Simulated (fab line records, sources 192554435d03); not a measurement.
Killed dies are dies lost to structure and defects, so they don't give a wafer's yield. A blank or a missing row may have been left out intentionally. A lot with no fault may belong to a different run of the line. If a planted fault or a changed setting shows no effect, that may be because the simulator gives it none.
Comparing a struck lot with a sound one + flow n5-finfet + 20 steps out of a route of 1938
Sound: the wafers L289.1, L289.5, L289.6. Wafers struck: L293.2, L293.3, L293.4. The cause is named last.
Order at every step that has rows: each side's tool, ch and its chambers, its first start. Under that, the readings that differ: sound wafers + struck wafers + difference of the means + sigmas: that difference in standard deviations of wafers without a fault.
alike: readings whose means differ by less than 2 such deviations, and words and numbers that are the same on both sides. not compared: withheld readings, readings that some wafer has no value for, bounds like >300 that may hide the same value, and numbers for which the record gives no deviation and whose values overlap.
The two part at a step that has a row with sigmas, a row that says differs or no value, or rows on one side only. Numbers that have no deviation but don't overlap get no sigmas and don't part them. A reading missing from all wafers of one side parts the sides only when that side holds two or more wafers.

first, 8 steps without rows for these wafers: N5_BEOL_M8_CMP_52 (polishes, stops on SiCOH lowk, t overpolish 6.9 s, target thk 80 nm); N5_BEOL_M8_PRE_CLEAN_55 (time 15 s); N5_BEOL_M8_DEP_56 (deposits SiCN from 3MS/NH3, target thk 10 nm, time 17.5 s); N5_BEOL_M9_ILD_DEP_00 (deposits SiCOH lowk from DEMS/porogen, target thk 308.51 nm, time 58 s); N5_BEOL_M9_CURE_71 (cures SiCOH lowk, time 240 s); N5_BEOL_M9_PECVD_70 (deposits SiO2 from TEOS/O2, target thk 20 nm, time 22.7 s); N5_BEOL_M9_HM_DEP_02 (deposits TiN, target thk 20 nm); N5_BEOL_M9_COAT_59 (time 60 s, resist thk 100 nm).
N5_BEOL_M9_COAT_60: time 60 s, resist thk 30 nm.
  sound on litho-track-01 ch 0, day 11 20:28; struck on litho-track-01 ch 0, day 12 22:55
| reading                                    | sound                | struck               | difference | sigmas |
|--------------------------------------------|----------------------|----------------------|------------|--------|
| spin-speed-rpm (rpm)                       | 1501.7 1500.4 1498.8 | 1561.6 1560.9 1561.6 | +61.1      | +61    |
| model.SiARC_of_BEOL_M9_COAT_60.thk-nm (nm) | 30 30 30.2           | 29.4 29.6 29.6       | -0.5       |        |
then, 7 steps without rows for these wafers: N5_BEOL_M9_COAT_05 (resist thk 90 nm); N5_BEOL_M9_EBR_07; N5_BEOL_M9_SOFTBAKE_06 (time 60 s); N5_BEOL_M9_EXPOSE_08 (exposes mask M9); N5_BEOL_M9_PEB_09 (peb time 60 s); N5_BEOL_M9_DEVELOP_10 (develop time 30 s); N5_BEOL_M9_DESCUM_16 (chemistry O2, time 7.9 s).
N5_BEOL_M9_ETCH_61: etches SiARC in CF4, target depth 39 nm, time 65 s.
  sound on rie-diel-02 ch 1,2,3, day 11 20:58; struck on rie-diel-04 ch 0,1,3, day 12 23:58
| reading                                      | sound             | struck           | difference | sigmas |
|----------------------------------------------|-------------------|------------------|------------|--------|
| model.etch.depth-nm (nm)                     | 29.99 30.02 30.17 | 29.49 29.5 29.51 | -0.56      |        |
| model.CAR-ArF_of_BEOL_M9_COAT_05.thk-nm (nm) | 55.6 55.6 55.8    | 56.2 56 56.2     | +0.5       |        |
  alike: drypump-motor-current-A, etch-rf-on-time-s, oes-product-au, rf-vpp-V, showerhead-plenum-p-Torr, throttle-valve-pct
  not compared: rf-hours-counter-h
N5_BEOL_M9_ETCH_62: etches SOC in N2/H2, target depth 110 nm, overetch 22 nm, time 165 s.
  sound on rie-diel-02 ch 1,2,3, day 11 21:01; struck on rie-diel-04 ch 0,1,3, day 13 00:01
| reading                                    | sound        | struck     | difference | sigmas |
|--------------------------------------------|--------------|------------|------------|--------|
| model.SiARC_of_BEOL_M9_COAT_60.thk-nm (nm) | 23.6 23.6 24 | 23 23 22.8 | -1         |        |
  alike: drypump-motor-current-A, oes-product-au, rf-vpp-V, showerhead-plenum-p-Torr, throttle-valve-pct
  not compared: rf-hours-counter-h
then, 1 step without rows for these wafers: N5_BEOL_M9_STRIP_68 (strips in N2/H2).
N5_PASSIVATION_PROBE_49:
  rows exist in the record for the sound wafers here (prober-01, day 14 10:01), none for the struck ones

## WHERE THEY PART
Earliest at N5_BEOL_M9_COAT_60; latest, in this record, at N5_PASSIVATION_PROBE_49.

WHY: what the simulator had put in
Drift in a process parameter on litho-track-01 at N5_BEOL_M9_COAT_60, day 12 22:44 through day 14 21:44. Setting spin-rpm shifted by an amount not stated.
